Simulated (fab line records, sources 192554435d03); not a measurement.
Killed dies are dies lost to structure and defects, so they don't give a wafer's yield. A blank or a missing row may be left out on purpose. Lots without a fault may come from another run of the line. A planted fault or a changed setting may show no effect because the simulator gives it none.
fab line records | flow n5_finfet
record lots=7 wafers=21
route steps=1938 shown BEOL_M6@1239 BEOL_M7@1293 BEOL_M8@1359 BEOL_M9@1440 BEOL_M10@1513 BEOL_M11@1565
start_h: hours from the record's first day to the start of the lot's first wafer shown | wait_h: hours since the lot's step before | " the same as in the row above | L1.1+2: a row that stands for several wafers | - no value, or no start given | * or withheld: withheld | < > ~ a bound
route shown NAME@n: a module of which the file shows steps, and the number in the route of the first | usual: mean/standard deviation of fault-free wafers | same: alike in all rows | chamber/n: place in a boat | sites: the reading at each site | _std_site: their standard deviation | _edge_site: outer sites' mean less inner sites' | radius_mm: how far each site lies from the wafer's centre | mask NAME#n: copy n | behind: the tool/chamber that last shaped the wafer | hold: why the lot was held/for how many hours/how that ended | device: the transistor (n, p or np) that didn't switch | end of line: the same wafers' tests at the end of the route | a step without rows: its recipe alone | killed: dies lost to structure and defects at the first sort, not the wafer's yield | map: a wafer's dies, x killed, . not, _ none there
set.NAME: the setting as run; set.NAME@STEP: as run at that earlier step | model.NAME: the simulator's own value behind a step, which no gauge read
lots whose settings were changed on purpose; a table a step, a row a wafer
## steps
# step N5_BEOL_M6_TRENCH_ETCH_37
# recipe chemistry=C4F6/O2 target_depth_a=944.35 target=SiCOH_lowk time_s=31.5 ion_energy_ev=250 pressure_mtorr=30 source_w=345 bias_w=185 Ar_flow_sccm=300 C4F6_flow_sccm=10 O2_flow_sccm=10
# usual rf_vpp_V=664/11
# columns lot.wafer tool chamber start_h wait_h set.bias_w rf_vpp_V model.BEOL_M6.feature_depth_nm model.etch.depth_nm
L074.1 rie_diel-05 0 - - 185 656 93.6 93.54
L074.2 " 2 " " 161.2 606 88 88.09
L074.3 " 1 " " 161.2 592 92 91.95
L077.3 rie_diel-01 3 - - 153.6 579 87.6 87.7
L077.4 " 1 " " 153.6 558 85.6 85.58
L077.5 " 0 " " 185 660 93 93.06
L078.2 rie_diel-01 0 - - 208.3 726 97.2 97.26
L078.4 " 2 " " 185 667 94.8 94.73
L078.5 " 3 " " 185 669 94 94.02
L081.3 rie_diel-01 2 - - 185 665 93.4 93.46
L081.4 " 0 " " 163.7 600 89.8 89.73
L081.5 " 2 " " 185 666 93.8 93.87
L084.1 rie_diel-05 0 - - 185 657 93.6 93.56
L084.4 " 3 " " 185 650 93.4 93.5
L084.5 " 2 " " 185 687 96 96.01
L087.1 rie_diel-05 0 - - 185 657 91.8 91.78
L087.3 " 2 " " 185 687 94.2 94.15
L087.4 " 3 " " 185 649 92.2 92.25
L094.3 rie_diel-05 3 - - 196.9 684 96.4 96.44
L094.4 " 2 " " 196.9 723 97.2 97.19
L094.6 " 3 " " 185 650 93.8 93.84
# step N5_BEOL_M6_ETCH_41
# recipe chemistry=CH3F/O2 target=SiCN target_depth_a=297 taper_deg=2 time_s=52 ion_energy_ev=120 mask_material=TiN pressure_mtorr=30 source_w=395 bias_w=75 Ar_flow_sccm=150 CH3F_flow_sccm=30 O2_flow_sccm=20
# step N5_BEOL_M6_STRIP_80
# recipe chemistry=N2/H2 time_s=10 power_w=450 temp_c=40 pressure_mtorr=20 rf_frequency_hz=6e+07 bias_power_w=7 n2_flow_sccm=200 h2_flow_sccm=200
# step N5_BEOL_M6_OCD_MEAS_38
# usual trench_depth_nm=93.9/1.9
# columns lot.wafer tool chamber start_h wait_h set.bias_w@BEOL_M6_TRENCH_ETCH_37 trench_depth_nm
L074.1 ocd-01 - 180.62 - 185 94.1
L074.2 " - " " 161.2 88.5
L074.3 " - " " 161.2 91.9
L077.3 ocd-02 - 213.20 - 153.6 87.3
L077.4 " - " " 153.6 84.7
L077.5 " - " " 185 92.9
L078.2 ocd-01 - 224.60 - 208.3 97.4
L078.4 " - " " 185 94.6
L078.5 " - " " 185 94.2
L081.3 ocd-01 - 227.79 - 185 93.5
L081.4 " - " " 163.7 89.8
L081.5 " - " " 185 94.4
L084.1 ocd-02 - 248.69 - 185 93.5
L084.4 " - " " 185 93.5
L084.5 " - " " 185 95.7
L087.1 ocd-02 - 267.69 - 185 91.9
L087.3 " - " " 185 94.3
L087.4 " - " " 185 92.6
L094.3 ocd-01 - 324.66 - 196.9 96.9
L094.4 " - " " 196.9 97.0
L094.6 " - " " 185 93.5
# step N5_BEOL_M7_EXPOSE_25
# recipe mask_id=V6 na=0.33 source_shape=annular sigma_inner=0.4 sigma_outer=0.8 polarization=unpolarized target_cd_nm=40 dose_mj=42.5
# columns lot.wafer tool chamber start_h wait_h mask set.dose_mj
L074.1+2 euv_scanner-01 0 191.14 - V6#0 39.59
L074.3 " 0 " " V6#0 42.5
L077.3 euv_scanner-01 0 223.43 - V6#0 41.64
L077.4+5 " 0 " " V6#0 42.5
L078.2+4+5 euv_scanner-02 0 232.01 - V6#0 42.5
L081.3+4 euv_scanner-01 0 240.29 - V6#0 45.59
L081.5 " 0 " " V6#0 42.5
L084.1+4+5 euv_scanner-02 0 255.36 - V6#0 42.5
L087.1 euv_scanner-02 0 277.72 - V6#0 39.34
L087.3+4 " 0 " " V6#0 42.5
L094.3+4 euv_scanner-02 0 334.67 - V6#0 44.14
L094.6 " 0 " " V6#0 42.5
# step N5_BEOL_M7_PEB_26
# recipe peb_temp_c=100 peb_time_s=60 resist=CAR-EUV
# step N5_BEOL_M7_DEVELOP_27
# recipe develop_time_s=30 developer=TMAH resist=CAR-EUV rinse_liquid=surfactant_rinse dry=air_spin dev_temp_c=23
# step N5_BEOL_M7_CD_MEAS_28
# recipe target_cd_nm=40 landing_energy_ev=500 detector=se_inlens
# usual cd_nm=39.90/0.23
# columns lot.wafer tool chamber start_h wait_h set.dose_mj@BEOL_M7_EXPOSE_25 cd_nm
L074.1 cd_sem-01 0 191.27 - 39.59 38.09
L074.2 " 0 " " 39.59 38.15
L074.3 " 0 " " 42.5 39.77
L077.3 cd_sem-03 0 223.55 - 41.64 39.56
L077.4 " 0 " " 42.5 40.01
L077.5 " 0 " " 42.5 39.79
L078.2 cd_sem-03 0 232.13 - 42.5 39.97
L078.4 " 0 " " 42.5 40.18
L078.5 " 0 " " 42.5 39.82
L081.3 cd_sem-01 0 240.41 - 45.59 41.81
L081.4 " 0 " " 45.59 41.37
L081.5 " 0 " " 42.5 40.18
L084.1 cd_sem-01 0 255.49 - 42.5 39.96
L084.4 " 0 " " 42.5 39.82
L084.5 " 0 " " 42.5 39.89
L087.1 cd_sem-03 0 277.85 - 39.34 37.96
L087.3 " 0 " " 42.5 39.71
L087.4 " 0 " " 42.5 39.91
L094.3 cd_sem-02 0 334.79 - 44.14 40.26
L094.4 " 0 " " 44.14 40.81
L094.6 " 0 " " 42.5 39.73
# step N5_BEOL_M7_DESCUM_33
# recipe chemistry=O2 time_s=7 source_power_w=50 bias_power_w=20 pressure_mtorr=20 rf_frequency_hz=2.712e+07 temp_c=40 resist=CAR-EUV o2_flow_sccm=225
# columns lot.wafer tool chamber start_h wait_h set.time_s set.dose_mj@BEOL_M7_EXPOSE_25 model.CAR-EUV_of_BEOL_M7_COAT_22.thk_nm model.BEOL_M7.cd_nm
L074.1+2 rie_diel-02 2,0 191.40 0.0 7 39.59 26.2 38.2
L074.3 " 1 " " 7 42.5 26.2 40
L077.3 rie_diel-02 0 223.67 0.0 7 41.64 26 39.4
L077.4 " 3 " " 7 42.5 26 40
L077.5 " 1 " " 7 42.5 26 40.2
L078.2 rie_diel-04 2 232.26 0.0 7 42.5 26 39.6
L078.4 " 0 " " 5.777 42.5 26.6 39.8
L078.5 " 0 " " 7 42.5 26 40
L081.3 rie_diel-04 2 240.53 0.0 6.407 45.59 26.4 41.2
L081.4 " 3 " " 6.407 45.59 26.4 41.4
L081.5 " 3 " " 7 42.5 26 40
L084.1+4+5 rie_diel-02 1,0,2 255.75 0.2 7 42.5 26 40
L087.1 rie_diel-04 1 277.97 0.0 7 39.34 26 38
L087.3 " 3 " " 7 42.5 26 39.8
L087.4 " 2 " " 6.167 42.5 26.4 39.6
L094.3 rie_diel-03 1 334.91 0.0 6.306 44.14 26.4 40.6
L094.4 " 2 " " 7 44.14 26.2 40.6
L094.6 " 0 " " 7 42.5 26 39.8
# step N5_BEOL_M7_ETCH_72
# recipe chemistry=N2/H2 target=underlayer target_depth_a=65 mask_material=CAR-EUV time_s=5.2 ion_energy_ev=200 pressure_mtorr=30 source_w=840 bias_w=150 n2_flow_sccm=200 h2_flow_sccm=200 ends=cleared
# columns lot.wafer tool chamber start_h wait_h set.dose_mj@BEOL_M7_EXPOSE_25 set.time_s@BEOL_M7_DESCUM_33 model.CAR-EUV_of_BEOL_M7_COAT_22.thk_nm model.BEOL_M7.cd_nm
L074.1+2 rie_diel-02 2,0 191.43 0.0 39.59 7 20.4 38.2
L074.3 " 1 " " 42.5 7 20.4 40
L077.3 rie_diel-02 0 223.70 0.0 41.64 7 20.4 39.4
L077.4 " 3 " " 42.5 7 20.4 40
L077.5 " 1 " " 42.5 7 20.4 40.2
L078.2 rie_diel-04 2 232.29 0.0 42.5 7 20.2 39.8
L078.4 " 0 " " 42.5 5.777 21 40
L078.5 " 0 " " 42.5 7 20.2 40
L081.3 rie_diel-04 2 240.57 0.0 45.59 6.407 20.8 41.4
L081.4 " 3 " " 45.59 6.407 20.6 41.4
L081.5 " 3 " " 42.5 7 20.4 40.2
L084.1 rie_diel-02 1 255.79 0.0 42.5 7 20.2 40.2
L084.4+5 " 0,2 " " 42.5 7 20.4 40
L087.1 rie_diel-04 1 278.00 0.0 39.34 7 20.2 38.2
L087.3 " 3 " " 42.5 7 20.2 39.8
L087.4 " 2 " " 42.5 6.167 20.6 39.6
L094.3 rie_diel-03 1 334.94 0.0 44.14 6.306 20.6 40.4
L094.4 " 2 " " 44.14 7 20.4 40.6
L094.6 " 0 " " 42.5 7 20.2 39.8
# step N5_BEOL_M7_ETCH_65
# recipe chemistry=CF4 target=SiARC target_depth_a=156 mask_material=CAR-EUV time_s=26 ion_energy_ev=80 pressure_mtorr=40 source_w=545 bias_w=36 Ar_flow_sccm=100 cf4_flow_sccm=100 ends=cleared
# columns lot.wafer tool chamber start_h wait_h set.time_s@BEOL_M7_DESCUM_33 model.CAR-EUV_of_BEOL_M7_COAT_22.thk_nm
L074.1+2+3 rie_diel-02 2,0,1 191.45 0.0 7 11.2
L077.3 rie_diel-02 0 223.72 0.0 7 11
L077.4+5 " 3,1 " " 7 11.2
L078.2+5 rie_diel-04 2,0 232.31 0.0 7 11
L078.4 " 0 " " 5.777 11.8
L081.3 rie_diel-04 2 240.58 0.0 6.407 11.6
L081.4 " 3 " " 6.407 11.4
L081.5 " 3 " " 7 11.2
L084.1+4+5 rie_diel-02 1,0,2 255.80 0.0 7 11.2
L087.1+3 rie_diel-04 1,3 278.02 0.0 7 11
L087.4 " 2 " " 6.167 11.4
L094.3 rie_diel-03 1 334.96 0.0 6.306 11.4
L094.4+6 " 2,0 " " 7 11.2
# step N5_BEOL_M7_ETCH_66
# recipe chemistry=N2/H2 target=SOC target_depth_a=800 overetch_a=160 mask_material=SiARC temp_c=40 time_s=120 ion_energy_ev=200 pressure_mtorr=30 source_w=840 bias_w=150 n2_flow_sccm=200 h2_flow_sccm=200
# step N5_BEOL_M7_STRIP_69
# recipe chemistry=N2/H2 temp_c=40 n2_flow_sccm=200 h2_flow_sccm=200 rf_frequency_hz=6e+07
# step N5_BEOL_M7_STRIP_73
# recipe chemistry=N2/H2 temp_c=40 n2_flow_sccm=200 h2_flow_sccm=200 rf_frequency_hz=6e+07
# step N5_BEOL_M7_VIA_ETCH_34
# recipe chemistry=C4F6/O2 target=SiCOH_lowk target_depth_a=1255 mask_material=SOC taper_deg=4 time_s=50.5 ion_energy_ev=250 pressure_mtorr=30 source_w=345 bias_w=185 Ar_flow_sccm=300 C4F6_flow_sccm=10 O2_flow_sccm=10
# columns lot.wafer tool chamber start_h wait_h set.dose_mj@BEOL_M7_EXPOSE_25 model.BEOL_M7.cd_nm
L074.1 rie_diel-02 2 191.58 0.0 39.59 37.8
L074.2 " 0 " " 39.59 38
L074.3 " 1 " " 42.5 39.8
L077.3 rie_diel-02 0 223.85 0.0 41.64 39.4
L077.4 " 3 " " 42.5 39.8
L077.5 " 1 " " 42.5 40.2
L078.2 rie_diel-04 2 232.44 0.0 42.5 39.4
L078.4+5 " 0 " " 42.5 39.8
L081.3+4 rie_diel-04 2,3 240.71 0.0 45.59 41.2
L081.5 " 3 " " 42.5 40
L084.1 rie_diel-02 1 255.93 0.0 42.5 40.4
L084.4+5 " 0,2 " " 42.5 40
L087.1 rie_diel-04 1 278.15 0.0 39.34 37.8
L087.3 " 3 " " 42.5 39.8
L087.4 " 2 " " 42.5 39.4
L094.3 rie_diel-03 1 335.09 0.0 44.14 40.4
L094.4 " 2 " " 44.14 40.8
L094.6 " 0 " " 42.5 39.4
# step N5_BEOL_M8_COAT_22
# recipe resist=CAR-EUV spin_rpm=1500 resist_thk_nm=30
# columns lot.wafer tool chamber start_h wait_h set.spin_rpm model.CAR-EUV_of_BEOL_M8_COAT_22.thk_nm
L074.1+2 litho_track-05 0 - - 1390 31.2
L074.3 " 0 " " 1500 30
L077.3+4+5 litho_track-04 0 - - 1500 30.2
L078.2+5 litho_track-01 0 - - 1500 30
L078.4 " 0 " " 1400 31
L081.3 litho_track-04 0 - - 1500 30.2
L081.4 " 0 " " 1341 31.8
L081.5 " 0 " " 1341 32
L084.1+4 litho_track-04 0 - - 1500 30.2
L084.5 " 0 " " 1500 30
L087.1+3+4 litho_track-05 0 - - 1500 30.2
L094.3+4+6 litho_track-05 0 - - 1500 30
# step N5_BEOL_M8_EBR_24
# recipe solvent=PGMEA ebr_width_mm=1.5
# step N5_BEOL_M8_SOFTBAKE_23
# recipe temp_c=110 time_s=60 resist=CAR-EUV
# step N5_BEOL_M8_DESCUM_33
# recipe chemistry=O2 time_s=7 source_power_w=50 bias_power_w=20 pressure_mtorr=20 rf_frequency_hz=2.712e+07 temp_c=40 resist=CAR-EUV o2_flow_sccm=225
# columns lot.wafer tool chamber start_h wait_h set.spin_rpm@BEOL_M8_COAT_22 model.CAR-EUV_of_BEOL_M8_COAT_22.thk_nm
L074.1+2 rie_diel-01 3,2 198.96 0.0 1390 27.2
L074.3 " 0 " " 1500 26
L077.3+4 rie_diel-01 2,3 232.42 0.0 1500 26.2
L077.5 " 3 " " 1500 26.4
L078.2 rie_diel-06 3 239.77 0.0 1500 26.2
L078.4 " 0 " " 1400 27.2
L078.5 " 2 " " 1500 26
L081.3 rie_diel-01 1 248.40 0.0 1500 26.2
L081.4+5 " 1,0 " " 1341 28
L084.1+4+5 rie_diel-01 0,2,0 265.22 0.2 1500 26.2
L087.1+3+4 rie_diel-06 2,3,2 284.73 0.1 1500 26.2
L094.3+4+6 rie_diel-01 1,3,0 344.91 0.1 1500 26.2
# step N5_BEOL_M8_ETCH_72
# recipe chemistry=N2/H2 target=underlayer target_depth_a=65 mask_material=CAR-EUV time_s=5.2 ion_energy_ev=200 pressure_mtorr=30 source_w=840 bias_w=150 n2_flow_sccm=200 h2_flow_sccm=200 ends=cleared
# columns lot.wafer tool chamber start_h wait_h set.spin_rpm@BEOL_M8_COAT_22 model.CAR-EUV_of_BEOL_M8_COAT_22.thk_nm
L074.1 rie_diel-01 3 199.00 0.0 1390 21.6
L074.2 " 2 " " 1390 21.4
L074.3 " 0 " " 1500 20.2
L077.3+4 rie_diel-01 2,3 232.46 0.0 1500 20.4
L077.5 " 3 " " 1500 20.6
L078.2 rie_diel-06 3 239.80 0.0 1500 20.6
L078.4 " 0 " " 1400 21.4
L078.5 " 2 " " 1500 20.4
L081.3 rie_diel-01 1 248.44 0.0 1500 20.6
L081.4+5 " 1,0 " " 1341 22.2
L084.1+4+5 rie_diel-01 0,2,0 265.26 0.0 1500 20.4
L087.1 rie_diel-06 2 284.77 0.0 1500 20.4
L087.3+4 " 3,2 " " 1500 20.6
L094.3+4+6 rie_diel-01 1,3,0 344.94 0.0 1500 20.4
# step N5_BEOL_M9_ETCH_66
# recipe chemistry=N2/H2 target=SOC target_depth_a=800 overetch_a=160 mask_material=SiARC temp_c=40 time_s=120 ion_energy_ev=200 pressure_mtorr=30 source_w=840 bias_w=150 n2_flow_sccm=200 h2_flow_sccm=200
# columns lot.wafer tool chamber start_h wait_h set.time_s model.SiARC_of_BEOL_M9_COAT_64.thk_nm
L074.1 rie_diel-03 3 206.90 0.0 146.1 5.4
L074.2 " 1 " " 120 6.6
L074.3 " 2 " " 146.1 5.6
L077.3 rie_diel-04 0 239.77 0.0 127.7 6
L077.4+5 " 2,0 " " 120 6.4
L078.2+5 rie_diel-02 2 247.36 0.0 120 6.4
L078.4 " 3 " " 146.7 5
L081.3 rie_diel-02 0 256.23 0.0 120 6.4
L081.4 " 3 " " 130 5.8
L081.5 " 3 " " 120 6.2
L084.1+5 rie_diel-02 0 274.38 0.0 120 6.4
L084.4 " 1 " " 120 6.2
L087.1+3 rie_diel-03 0,1 293.68 0.0 120 6.8
L087.4 " 3 " " 120 6.6
L094.3+6 rie_diel-03 2,3 359.19 0.0 94.28 7.8
L094.4 " 0 " " 120 6.6
# step N5_BEOL_M9_VIA_ETCH_34
# recipe chemistry=C4F6/O2 target=SiCOH_lowk target_depth_a=1824 mask_material=SOC taper_deg=4 time_s=68.4 ion_energy_ev=250 pressure_mtorr=30 source_w=345 bias_w=185 Ar_flow_sccm=300 C4F6_flow_sccm=10 O2_flow_sccm=10
# usual rf_vpp_V=666/13
# columns lot.wafer tool chamber start_h wait_h set.source_w rf_vpp_V model.etch.depth_nm model.SOC_of_BEOL_M9_COAT_63.thk_nm
L074.1 rie_diel-03 3 207.00 0.0 302.2 692 170 51.6
L074.2 " 1 " " 302.2 682 168.2 51.6
L074.3 " 2 " " 345 656 177.2 51
L077.3 rie_diel-04 0 239.87 0.0 384.9 635 186.4 50.4
L077.4 " 2 " " 384.9 647 188.3 50.4
L077.5 " 0 " " 345 671 179 51
L078.2 rie_diel-02 2 247.46 0.0 345 681 184.4 50.6
L078.4 " 3 " " 398.8 626 194.2 50
L078.5 " 2 " " 345 682 184.2 50.6
L081.3 rie_diel-02 0 256.33 0.0 294.7 728 169.3 51.6
L081.4 " 3 " " 294.7 729 172.8 51
L081.5 " 3 " " 345 672 183.2 50.8
L084.1 rie_diel-02 0 274.48 0.0 345 670 180.9 51
L084.4 " 1 " " 345 660 183.6 51
L084.5 " 0 " " 345 670 181.1 51
L087.1 rie_diel-03 0 293.78 0.0 309.1 699 172.4 51.6
L087.3 " 1 " " 309.1 673 170.9 51.4
L087.4 " 3 " " 345 645 181.4 50.8
L094.3 rie_diel-03 2 359.29 0.0 302 701 168.2 51.8
L094.4 " 0 " " 345 661 178 51.4
L094.6 " 3 " " 345 643 182.9 50.8
# step N5_BEOL_M10_ETCH_41
# recipe chemistry=CH3F/O2 target=SiCN target_depth_a=426 taper_deg=2 time_s=86 ion_energy_ev=120 mask_material=TiN pressure_mtorr=30 source_w=395 bias_w=75 Ar_flow_sccm=150 CH3F_flow_sccm=30 O2_flow_sccm=20
# usual rf_vpp_V=297.5/2
# columns lot.wafer tool chamber start_h wait_h set.source_w rf_vpp_V
L074.1 rie_diel-01 1 - - 419 291.9
L074.2 " 0 " " 419 291.4
L074.3 " 2 " " 395 300.2
L077.3 rie_diel-01 3 - - 414.1 292.4
L077.4 " 3 " " 414.1 291.1
L077.5 " 0 " " 414.1 293.7
L078.2 rie_diel-01 1 - - 395 297.4
L078.4 " 3 " " 354.8 307.2
L078.5 " 0 " " 354.8 310.2
L081.3 rie_diel-05 3 - - 395 296.2
L081.4 " 2 " " 395 300.2
L081.5 " 1 " " 395 300.0
L084.1 rie_diel-06 1 - - 395 296.5
L084.4 " 0 " " 395 299.1
L084.5 " 3 " " 395 298.7
L087.1 rie_diel-01 2 - - 395 298.3
L087.3 " 0 " " 395 296.8
L087.4 " 3 " " 395 298.1
L094.3 rie_diel-05 2 - - 395 299.5
L094.4 " 1 " " 395 299.5
L094.6 " 2 " " 454.2 286.0
# step N5_BEOL_M11_EXPOSE_25
# recipe mask_id=V10 na=1.35 source_shape=annular sigma_inner=0.5 sigma_outer=0.8 polarization=unpolarized dose_mj=85.5
# columns lot.wafer tool chamber start_h wait_h mask set.dose_mj
L074.1+2+3 arfi_scanner-01 0 223.44 - V10#0 85.5
L077.3+5 arfi_scanner-02 0 252.62 - V10#0 89.19
L077.4 " 0 " " V10#0 85.5
L078.2+4+5 arfi_scanner-02 0 264.76 - V10#0 85.5
L081.3 arfi_scanner-01 0 274.48 - V10#0 85.5
L081.4+5 " 0 " " V10#0 87.42
L084.1+4+5 arfi_scanner-03 0 290.37 - V10#0 85.5
L087.1+3+4 arfi_scanner-01 0 308.12 - V10#0 85.5
L094.3 arfi_scanner-03 0 378.32 - V10#0 83.11
L094.4+6 " 0 " " V10#0 85.5
# step N5_BEOL_M11_PEB_26
# recipe peb_temp_c=withheld peb_time_s=60 resist=CAR-ArF
# step N5_BEOL_M11_DEVELOP_27
# recipe develop_time_s=30 developer=TMAH resist=CAR-ArF rinse_liquid=diw dry=air_spin dev_temp_c=23
# step N5_BEOL_M11_CD_MEAS_28
# recipe target_cd_nm=70 landing_energy_ev=500 detector=se_inlens polarity=opening
# usual cd_nm=70.2/0.87
# columns lot.wafer tool chamber start_h wait_h set.dose_mj@BEOL_M11_EXPOSE_25 cd_nm
L074.1 cd_sem-01 0 223.58 - 85.5 69.8
L074.2 " 0 " " 85.5 71.3
L074.3 " 0 " " 85.5 70.0
L077.3 cd_sem-02 0 252.74 - 89.19 73.4
L077.4 " 0 " " 85.5 69.1
L077.5 " 0 " " 89.19 73.9
L078.2 cd_sem-01 0 264.89 - 85.5 69.7
L078.4 " 0 " " 85.5 71.2
L078.5 " 0 " " 85.5 70.2
L081.3 cd_sem-01 0 274.61 - 85.5 69.0
L081.4 " 0 " " 87.42 69.9
L081.5 " 0 " " 87.42 71.0
L084.1 cd_sem-03 0 290.51 - 85.5 69.8
L084.4 " 0 " " 85.5 69.5
L084.5 " 0 " " 85.5 69.7
L087.1 cd_sem-01 0 308.25 - 85.5 69.1
L087.3 " 0 " " 85.5 69.2
L087.4 " 0 " " 85.5 70.6
L094.3 cd_sem-01 0 378.44 - 83.11 68.6
L094.4 " 0 " " 85.5 70.9
L094.6 " 0 " " 85.5 71.4
## key
split step=N5_BEOL_M6_TRENCH_ETCH_37 setting=bias_w stated=185 by=wafer
response step=N5_BEOL_M6_TRENCH_ETCH_37 reading=rf_vpp_V change=+5.24 per=1% r=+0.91
response step=N5_BEOL_M6_TRENCH_ETCH_37 reading=model.BEOL_M6.feature_depth_nm change=+0.322 per=1% r=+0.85
response step=N5_BEOL_M6_TRENCH_ETCH_37 reading=model.etch.depth_nm change=+0.324 per=1% r=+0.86
response step=N5_BEOL_M6_OCD_MEAS_38 reading=trench_depth_nm change=+0.35 per=1% r=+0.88
split step=N5_BEOL_M7_EXPOSE_25 setting=dose_mj stated=42.5 by=wafer
response step=N5_BEOL_M7_CD_MEAS_28 reading=cd_nm change=+0.225 per=1% r=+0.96
response step=N5_BEOL_M7_DESCUM_33 reading=model.BEOL_M7.cd_nm change=+0.224 per=1% r=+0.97
response step=N5_BEOL_M7_ETCH_72 reading=model.BEOL_M7.cd_nm change=+0.209 per=1% r=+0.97
response step=N5_BEOL_M7_VIA_ETCH_34 reading=model.BEOL_M7.cd_nm change=+0.235 per=1% r=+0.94
split step=N5_BEOL_M7_DESCUM_33 setting=time_s stated=7 by=wafer
response step=N5_BEOL_M7_DESCUM_33 reading=model.CAR-EUV_of_BEOL_M7_COAT_22.thk_nm change=-0.035 per=1% r=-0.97
response step=N5_BEOL_M7_ETCH_72 reading=model.CAR-EUV_of_BEOL_M7_COAT_22.thk_nm change=-0.0393 per=1% r=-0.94
response step=N5_BEOL_M7_ETCH_65 reading=model.CAR-EUV_of_BEOL_M7_COAT_22.thk_nm change=-0.0377 per=1% r=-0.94
split step=N5_BEOL_M8_COAT_22 setting=spin_rpm stated=1500 by=wafer
response step=N5_BEOL_M8_COAT_22 reading=model.CAR-EUV_of_BEOL_M8_COAT_22.thk_nm change=-0.159 per=1% r=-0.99
response step=N5_BEOL_M8_DESCUM_33 reading=model.CAR-EUV_of_BEOL_M8_COAT_22.thk_nm change=-0.167 per=1% r=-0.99
response step=N5_BEOL_M8_ETCH_72 reading=model.CAR-EUV_of_BEOL_M8_COAT_22.thk_nm change=-0.154 per=1% r=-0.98
split step=N5_BEOL_M9_ETCH_66 setting=time_s stated=120 by=wafer
response step=N5_BEOL_M9_ETCH_66 reading=model.SiARC_of_BEOL_M9_COAT_64.thk_nm change=-0.0569 per=1% r=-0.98
split step=N5_BEOL_M9_VIA_ETCH_34 setting=source_w stated=345 by=wafer
response step=N5_BEOL_M9_VIA_ETCH_34 reading=rf_vpp_V change=-3.42 per=1% r=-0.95
response step=N5_BEOL_M9_VIA_ETCH_34 reading=model.etch.depth_nm change=+0.775 per=1% r=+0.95
response step=N5_BEOL_M9_VIA_ETCH_34 reading=model.SOC_of_BEOL_M9_COAT_63.thk_nm change=-0.0467 per=1% r=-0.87
split step=N5_BEOL_M10_ETCH_41 setting=source_w stated=395 by=wafer
response step=N5_BEOL_M10_ETCH_41 reading=rf_vpp_V change=-1.01 per=1% r=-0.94
split step=N5_BEOL_M11_EXPOSE_25 setting=dose_mj stated=85.5 by=wafer
response step=N5_BEOL_M11_CD_MEAS_28 reading=cd_nm change=+0.96 per=1% r=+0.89
